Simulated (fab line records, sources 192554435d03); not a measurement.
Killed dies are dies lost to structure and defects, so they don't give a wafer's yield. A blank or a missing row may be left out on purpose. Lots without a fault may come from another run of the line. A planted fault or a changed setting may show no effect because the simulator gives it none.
Chamber matching | flow n5_finfet | N5_BEOL_M3_STRIP_36 on rie_diel-01: 4 sister chambers
The step strips in N2/H2. 4 wafers are shown with their chamber, then 9 later ones without.

WAFERS WITH THEIR CHAMBER
wafer  | chamber | drypump_motor_current_A (A)
L077.5 | 2       | 5.77
L088.4 | 0       | 5.42
L088.5 | 3       | 5.16
L088.6 | 1       | 5.47

WAFERS WITHOUT THEIR CHAMBER
wafer  | drypump_motor_current_A (A)
L092.2 | 5.44
L092.4 | 5.48
L092.6 | 5.75
L093.1 | 5.52
L093.4 | 5.74
L093.6 | 5.16
L097.1 | 5.45
L097.2 | 5.15
L097.3 | 5.50

WHICH CHAMBER EACH WENT THROUGH
wafer  | from the rows above     | in truth
L092.2 | can't be placed: 0 or 1 | 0
L092.4 | can't be placed: 1 or 0 | 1
L092.6 | 2                       | 2
L093.1 | can't be placed: 1 or 0 | 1
L093.4 | 2                       | 2
L093.6 | 3                       | 3
L097.1 | can't be placed: 1 or 0 | 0
L097.2 | 3                       | 3
L097.3 | can't be placed: 1 or 0 | 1
Placed correctly: 4 of 9. Can't be placed from these rows: 5 (the true chamber is among the candidates in 5). Placed wrongly: 0.
How it was worked out, from the rows above alone: a wafer's distance from a chamber is the root of the sum, over the readings, of the square of ((its reading less the chamber's mean) divided by the reading's scatter). The wafer belongs to the nearest chamber; if the next one is less than 2 further off, it can't be placed. A chamber's mean is the mean of its shown wafers. The scatter: with one shown wafer a chamber, the root of the mean of the squares of how far each hidden wafer lies from its nearest shown one.
